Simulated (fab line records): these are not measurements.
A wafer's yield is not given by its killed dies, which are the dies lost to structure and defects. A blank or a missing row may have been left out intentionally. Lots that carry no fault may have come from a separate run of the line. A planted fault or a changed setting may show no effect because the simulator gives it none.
Matching of chambers -- flow n5Finfet -- N5_BEOL_M2_ETCHBACK_99 on rieDiel-04: 4 sister chambers
The step etches SiO2 in CHF3, target depth 5 nm, time 10.4 s. 8 wafers are shown with their chamber, then 9 later ones without.

WAFERS, EACH WITH ITS CHAMBER
wafer,chamber,drypumpMotorCurrentA (A),rfVppV (V)
L077.4,0,5.4,246.5
L085.3,3,6.0,242.2
L086.1,2,6.1,238.1
L086.4,1,5.1,240.2
L086.5,0,5.3,246.0
L089.3,2,6.1,236.4
L089.4,1,5.0,241.3
L089.6,3,6.0,241.9

WAFERS WITH NO CHAMBER GIVEN
wafer,drypumpMotorCurrentA (A),rfVppV (V)
L091.2,6.1,238.8
L091.3,5.1,241.9
L091.4,5.3,246.7
L092.2,6.0,241.3
L092.4,5.0,241.4
L092.5,6.0,243.8
L095.1,6.0,243.4
L095.3,5.3,247.0
L095.6,5.3,245.8

THE CHAMBER EACH PASSED THROUGH
wafer,from the rows above,in truth
L091.2,2,2
L091.3,1,1
L091.4,0,0
L092.2,3,3
L092.4,1,1
L092.5,3,3
L095.1,3,3
L095.3,0,0
L095.6,0,0
Placed correctly: 9 of 9. Not placeable from these rows: 0. Placed wrongly: 0.
How it was worked out, from the rows above alone: a wafer's distance from a chamber is the root of the sum, over the readings, of the square of ((its reading less the chamber's mean) divided by the reading's scatter). The wafer belongs to the nearest chamber; if the next one is less than 2 further off, it can't be placed. For every chamber, the mean is computed from those of its wafers that are shown. The scatter is the square root of a quotient: the sum, over the shown wafers, of each reading's squared deviation from its chamber's mean, divided by wafers minus chambers.
